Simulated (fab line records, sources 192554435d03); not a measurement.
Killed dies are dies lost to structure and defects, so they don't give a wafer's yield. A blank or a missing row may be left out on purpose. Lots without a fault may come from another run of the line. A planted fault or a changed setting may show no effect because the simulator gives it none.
Chamber matching | flow n5_finfet | N5_BEOL_M2_ETCH_63 on rie_diel-04: 4 sister chambers
The step etches SiARC in CF4, target depth 15.6 nm, time 26 s. 8 wafers are shown with their chamber, then 10 later ones without.

WAFERS WITH THEIR CHAMBER
wafer  | chamber | showerhead_plenum_p_Torr (Torr) | throttle_valve_pct (%)
L078.6 | 1       | 2.11                            | 15.30
L081.4 | 3       | 2.11                            | 16.06
L081.5 | 1       | 2.10                            | 15.30
L083.5 | 2       | 2.09                            | 15.56
L086.2 | 2       | 2.08                            | 15.58
L086.6 | 3       | 2.11                            | 16.10
L090.1 | 0       | 2.28                            | 15.88
L090.4 | 0       | 2.28                            | 15.87

WAFERS WITHOUT THEIR CHAMBER
wafer  | showerhead_plenum_p_Torr (Torr) | throttle_valve_pct (%)
L090.6 | 2.08                            | 15.58
L092.1 | 2.28                            | 15.88
L092.2 | 2.08                            | 15.59
L092.3 | 2.10                            | 15.36
L093.2 | 2.10                            | 15.34
L093.3 | 2.28                            | 15.91
L093.4 | 2.28                            | 15.89
L097.3 | 2.09                            | 15.37
L097.4 | 2.27                            | 15.92
L097.5 | 2.09                            | 15.38

WHICH CHAMBER EACH WENT THROUGH
wafer  | from the rows above | in truth
L090.6 | 2                   | 2
L092.1 | 0                   | 0
L092.2 | 2                   | 2
L092.3 | 1                   | 1
L093.2 | 1                   | 1
L093.3 | 0                   | 0
L093.4 | 0                   | 0
L097.3 | 1                   | 1
L097.4 | 0                   | 0
L097.5 | 1                   | 1
Placed correctly: 10 of 10. Can't be placed from these rows: 0. Placed wrongly: 0.
How it was worked out, from the rows above alone: a wafer's distance from a chamber is the root of the sum, over the readings, of the square of ((its reading less the chamber's mean) divided by the reading's scatter). The wafer belongs to the nearest chamber; if the next one is less than 2 further off, it can't be placed. A chamber's mean is the mean of its shown wafers. The scatter: the root of (the sum of the squares of (reading less its chamber's mean) over the shown wafers, divided by (wafers less chambers)).
